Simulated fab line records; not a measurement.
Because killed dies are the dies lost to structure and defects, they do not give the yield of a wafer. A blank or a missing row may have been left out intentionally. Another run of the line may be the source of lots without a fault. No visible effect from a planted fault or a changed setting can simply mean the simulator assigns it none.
Which tool is to blame? | flow nandHarc | Sampling: 24 lots, 72 wafers, 4 of 1302 route steps

== WHAT THE GAUGES READ, wafer by wafer ==
NHARC_P_M1_THK_MEAS_24: measures by xrf. Usual: 157.6 nm for thkNm, sd 1.6.
lot  | measured     | on           | thkNm (nm)        | flag
L074 | day 6 08:56  | filmMetro-01 | 157.2 160.4 156.3 | 
L075 | day 6 22:26  | filmMetro-02 | 159.3 160.1 158.3 | 
L076 | day 7 02:00  | filmMetro-02 | 160.1 159.5 160.9 | 
L077 | day 7 13:31  | filmMetro-02 | 156.9 155.7 157.4 | 
L078 | day 8 05:04  | filmMetro-02 | 157.1 154.8 157.2 | 
L079 | day 8 08:14  | filmMetro-02 | 159.1 157.5 159.1 | 
L080 | day 9 02:46  | filmMetro-01 | 156.6 155.4 155.3 | 
L081 | day 9 03:42  | filmMetro-01 | 156.7 156.4 156.7 | 
L082 | day 9 22:30  | filmMetro-02 | 156.8 157.7 157.9 | 
L083 | day 10 05:59 | filmMetro-02 | 155.8 157.9 156.9 | 
L084 | day 10 18:49 | filmMetro-01 | 161.4 158.4 158.7 | 
L085 | day 11 00:24 | filmMetro-02 | 160.0 159.4 158.9 | 
L086 | day 11 01:18 | filmMetro-02 | 158.4 155.6 158.4 | 
L087 | day 11 16:17 | filmMetro-02 | 156.5 159.7 158.1 | 
L089 | day 12 17:07 | filmMetro-02 | 156.5 156.8 156.5 | 
L088 | day 12 18:11 | filmMetro-01 | 159.5 158.3 158.6 | 
L090 | day 13 07:35 | filmMetro-01 | 160.7 158.6 158.8 | 
L091 | day 13 19:08 | filmMetro-02 | 156.7 156.1 155.5 | 
L092 | day 13 19:58 | filmMetro-02 | 157.2 156.4 158.7 | 
L093 | day 14 06:26 | filmMetro-02 | 157.0 155.3 157.5 | 
L094 | day 14 11:52 | filmMetro-01 | 155.7 158.3 159.4 | 
L095 | day 15 00:10 | filmMetro-02 | 157.4 157.8 156.3 | 
L096 | day 15 15:33 | filmMetro-02 | 159.5 159.9 160.2 | 
L097 | day 15 18:22 | filmMetro-01 | 157.0 160.0 157.0 | 

NHARC_P_BONDPAD_THK_MEAS_33: measures by ellipsometry. Usual: 199.7 nm for thkNm, sd 1.7.
lot  | measured     | on           | thkNm (nm)        | flag
L074 | day 6 14:29  | filmMetro-02 | 200.8 199.8 200.6 | 
L075 | day 7 03:50  | filmMetro-01 | 201.5 202.3 202.6 | 
L076 | day 7 07:41  | filmMetro-01 | 201.9 200.2 199.7 | 
L077 | day 7 19:03  | filmMetro-02 | 203.7 199.8 199.3 | 
L078 | day 8 10:36  | filmMetro-01 | 198.7 196.5 199.0 | 
L079 | day 8 13:38  | filmMetro-01 | 199.6 199.9 200.4 | 
L080 | day 9 09:20  | filmMetro-01 | 197.9 199.6 197.7 | 
L081 | day 9 09:29  | filmMetro-01 | 197.8 198.5 198.9 | 
L082 | day 10 03:58 | filmMetro-01 | 201.0 201.1 203.8 | 
L083 | day 10 11:35 | filmMetro-02 | 200.0 198.6 198.1 | 
L084 | day 11 00:40 | filmMetro-01 | 199.5 196.7 195.6 | 
L085 | day 11 06:02 | filmMetro-01 | 197.0 199.2 197.7 | 
L086 | day 11 06:58 | filmMetro-02 | 198.6 198.0 199.8 | 
L087 | day 11 21:49 | filmMetro-02 | 199.5 201.2 200.1 | 
L089 | day 12 22:47 | filmMetro-01 | 200.6 200.9 199.6 | 
L088 | day 12 23:43 | filmMetro-02 | 200.3 204.6 201.2 | 
L090 | day 13 13:09 | filmMetro-01 | 198.7 198.0 197.5 | 
L091 | day 14 00:40 | filmMetro-01 | 202.1 200.6 197.4 | 
L092 | day 14 01:37 | filmMetro-01 | 202.8 200.4 201.5 | 
L093 | day 14 12:08 | filmMetro-01 | 199.8 199.0 198.5 | 
L094 | day 14 17:22 | filmMetro-02 | 200.1 195.9 197.8 | 
L095 | day 15 05:53 | filmMetro-01 | 198.6 198.1 197.9 | 
L096 | day 15 21:08 | filmMetro-01 | 197.3 201.1 202.6 | 
L097 | day 15 23:55 | filmMetro-02 | 202.7 201.1 201.7 | 

== WHAT TOOL EACH LOT RAN ON (gives the tool, then ch and the chambers of the sampled wafers, and finally the start) ==
lot  | NHARC_P_M2_DESCUM_14              | NHARC_P_M2_PRE_CLEAN_32
L074 | rieDiel-01 ch 1,3, day 6 10:42    | pecvd-04 ch 0,1, day 6 13:22
L075 | rieDiel-05 ch 0,1, day 7 00:04    | pecvd-03 ch 0,2, day 7 02:41
L076 | rieDiel-01 ch 1,2, day 7 03:54    | pecvd-04 ch 0,1, day 7 06:34
L077 | rieDiel-01 ch 0,1,2, day 7 15:16  | pecvd-03 ch 0,1,2, day 7 17:56
L078 | rieDiel-05 ch 2,3, day 8 06:49    | pecvd-04 ch 1,2, day 8 09:27
L079 | rieDiel-01 ch 0,1, day 8 09:50    | pecvd-03 ch 1,2, day 8 12:30
L080 | rieDiel-01 ch 0,3, day 9 05:34    | pecvd-03 ch 0,1,2, day 9 08:14
L081 | rieDiel-05 ch 0,1, day 9 05:37    | pecvd-04 ch 1,2, day 9 08:22
L082 | rieDiel-01 ch 0,1,2, day 10 00:07 | pecvd-03 ch 0,1,2, day 10 02:50
L083 | rieDiel-01 ch 1,2,3, day 10 07:46 | pecvd-03 ch 0,1,2, day 10 10:27
L084 | rieDiel-06 ch 0,1,3, day 10 20:26 | pecvd-01 ch 0,1, day 10 23:30
L085 | rieDiel-06 ch 0,1,2, day 11 02:11 | pecvd-04 ch 0,2, day 11 04:52
L086 | rieDiel-06 ch 1,2,3, day 11 03:03 | pecvd-03 ch 1,2, day 11 05:49
L087 | rieDiel-05 ch 0,3, day 11 18:02   | pecvd-03 ch 1,2, day 11 20:40
L089 | rieDiel-05 ch 0,1,2, day 12 18:52 | pecvd-03 ch 0,1,2, day 12 21:38
L088 | rieDiel-05 ch 0,1,3, day 12 19:58 | pecvd-01 ch 0,1,2, day 12 22:35
L090 | rieDiel-06 ch 0,3, day 13 09:19   | pecvd-01 ch 0,1, day 13 12:02
L091 | rieDiel-05 ch 1,2,3, day 13 20:52 | pecvd-03 ch 0,1,2, day 13 23:31
L092 | rieDiel-05 ch 0,2,3, day 13 21:43 | pecvd-04 ch 1,2, day 14 00:23
L093 | rieDiel-06 ch 0,2,3, day 14 08:14 | pecvd-04 ch 0,1,2, day 14 10:53
L094 | rieDiel-01 ch 0,1, day 14 13:37   | pecvd-04 ch 1,2, day 14 16:16
L095 | rieDiel-06 ch 1,2,3, day 15 01:56 | pecvd-04 ch 0,1, day 15 04:46
L096 | rieDiel-01 ch 0,2, day 15 17:21   | pecvd-04 ch 1,2, day 15 20:02
L097 | rieDiel-01 ch 0,1,3, day 15 20:08 | pecvd-03 ch 0,1,2, day 15 22:47
- NHARC_P_M2_DESCUM_14: chemistry O2, time 3 s.
- NHARC_P_M2_PRE_CLEAN_32: time 12 s.

== WHAT THE TOOLS THEMSELVES READ (means of the sampled wafers that have a number; where no wafer has one, the mark that the record gives instead) ==
NHARC_P_M2_DESCUM_14. Usual: drypumpMotorCurrentA 5.7 A, standard deviation 0.5; oesProductAu 1.006 a.u., standard deviation 0.009; rfVppV 57.9 V, standard deviation 0.88; showerheadPlenumPTorr 1.91 Torr, standard deviation 0.087; throttleValvePct 11.310 %, standard deviation 0.009.
lot  | tool       | drypumpMotorCurrentA (A) | oesProductAu (a.u.) | rfVppV (V) | showerheadPlenumPTorr (Torr) | throttleValvePct (%) | flag
L074 | rieDiel-01 | 6.1                      | 1.002               | 57.7       | 1.86                         | 11.320               | 
L075 | rieDiel-05 | 6.0                      | 1.010               | 58.3       | 1.91                         | 11.308               | 
L076 | rieDiel-01 | 5.7                      | 1.002               | 58.0       | 1.93                         | 11.318               | 
L077 | rieDiel-01 | 5.4                      | 1.006               | 57.5       | 1.91                         | 11.318               | 
L078 | rieDiel-05 | 6.2                      | 0.997               | 57.2       | 1.99                         | 11.308               | 
L079 | rieDiel-01 | 5.8                      | 1.008               | 57.6       | 1.85                         | 11.308               | 
L080 | rieDiel-01 | 5.4                      | 1.002               | 57.5       | 1.82                         | 11.299               | 
L081 | rieDiel-05 | 6.1                      | 1.013               | 58.3       | 1.91                         | 11.311               | 
L082 | rieDiel-01 | 5.4                      | 0.998               | 57.6       | 1.91                         | 11.306               | 
L083 | rieDiel-01 | 5.7                      | 1.002               | 58.5       | 1.93                         | 11.313               | 
L084 | rieDiel-06 | 5.4                      | 1.008               | 58.0       | 1.97                         | 11.311               | 
L085 | rieDiel-06 | 5.4                      | 1.002               | 57.6       | 1.89                         | 11.322               | 
L086 | rieDiel-06 | 5.4                      | 1.007               | 57.5       | 1.91                         | 11.306               | 
L087 | rieDiel-05 | 6.2                      | 1.007               | 58.1       | 1.96                         | 11.311               | 
L089 | rieDiel-05 | 5.8                      | 1.024               | 58.8       | 1.89                         | 11.313               | 
L088 | rieDiel-05 | 6.2                      | 1.017               | 58.4       | 1.96                         | 11.310               | 
L090 | rieDiel-06 | 5.6                      | 1.014               | 57.1       | 2.00                         | 11.306               | 
L091 | rieDiel-05 | 6.0                      | 1.005               | 58.1       | 1.94                         | 11.305               | 
L092 | rieDiel-05 | 6.0                      | 1.005               | 58.1       | 1.94                         | 11.311               | 
L093 | rieDiel-06 | 5.6                      | 1.015               | 57.4       | 1.92                         | 11.311               | 
L094 | rieDiel-01 | 5.5                      | 1.006               | 57.7       | 1.82                         | 11.316               | 
L095 | rieDiel-06 | 5.4                      | 1.008               | 57.7       | 1.91                         | 11.306               | 
L096 | rieDiel-01 | 4.9                      | 1.013               | 58.8       | 1.97                         | 11.311               | 
L097 | rieDiel-01 | 5.8                      | 1.004               | 57.7       | 1.84                         | 11.311               | 

NHARC_P_M2_PRE_CLEAN_32. Usual: heaterPowerOuterW 356 W, standard deviation 46; heaterPowerW 612 W, standard deviation 70; rfFwdPowerW 292.6 W, standard deviation 0.94.
lot  | tool     | heaterPowerOuterW (W) | heaterPowerW (W) | rfFwdPowerW (W) | flag
L074 | pecvd-04 | 339                   | 595              | 291.4           | 
L075 | pecvd-03 | 372                   | 661              | 292.9           | 
L076 | pecvd-04 | 326                   | 577              | 293.0           | 
L077 | pecvd-03 | 330                   | 568              | 293.2           | 
L078 | pecvd-04 | 315                   | 575              | 291.5           | 
L079 | pecvd-03 | 338                   | 586              | 292.6           | 
L080 | pecvd-03 | 355                   | 611              | 292.3           | 
L081 | pecvd-04 | 313                   | 550              | 292.7           | 
L082 | pecvd-03 | 348                   | 593              | 292.7           | 
L083 | pecvd-03 | 377                   | 619              | 292.9           | 
L084 | pecvd-01 | 356                   | 657              | 293.0           | 
L085 | pecvd-04 | 396                   | 660              | 292.6           | 
L086 | pecvd-03 | 317                   | 591              | 292.4           | 
L087 | pecvd-03 | 389                   | 650              | 292.6           | 
L089 | pecvd-03 | 370                   | 612              | 292.2           | 
L088 | pecvd-01 | 387                   | 660              | 292.5           | 
L090 | pecvd-01 | 380                   | 684              | 292.4           | 
L091 | pecvd-03 | 349                   | 594              | 292.6           | 
L092 | pecvd-04 | 338                   | 606              | 292.4           | 
L093 | pecvd-04 | 347                   | 618              | 293.6           | 
L094 | pecvd-04 | 298                   | 542              | 292.4           | 
L095 | pecvd-04 | 408                   | 694              | 292.4           | 
L096 | pecvd-04 | 307                   | 569              | 293.1           | 
L097 | pecvd-03 | 339                   | 575              | 293.2           | 

== THE ANSWER, worked out from the rows above alone ==
Rule: a lot counts as off when the mean over its wafers that have a number is more than 3 standard deviations away from the usual mean. A lot without any number at a reading at which 4 lots or more have one is off too. All remaining lots with rows at the step are treated as sound. The gauges are gone through in route order, then the tools' own readings, and for those a lot's mean is taken as printed above. At the first step where some lot is off, the reading lying furthest off is the one used; lots without a number count as furthest.
No lot is off at any reading shown: from this, nothing can be told.

== WHAT HAD BEEN PUT IN BY THE SIMULATOR ==
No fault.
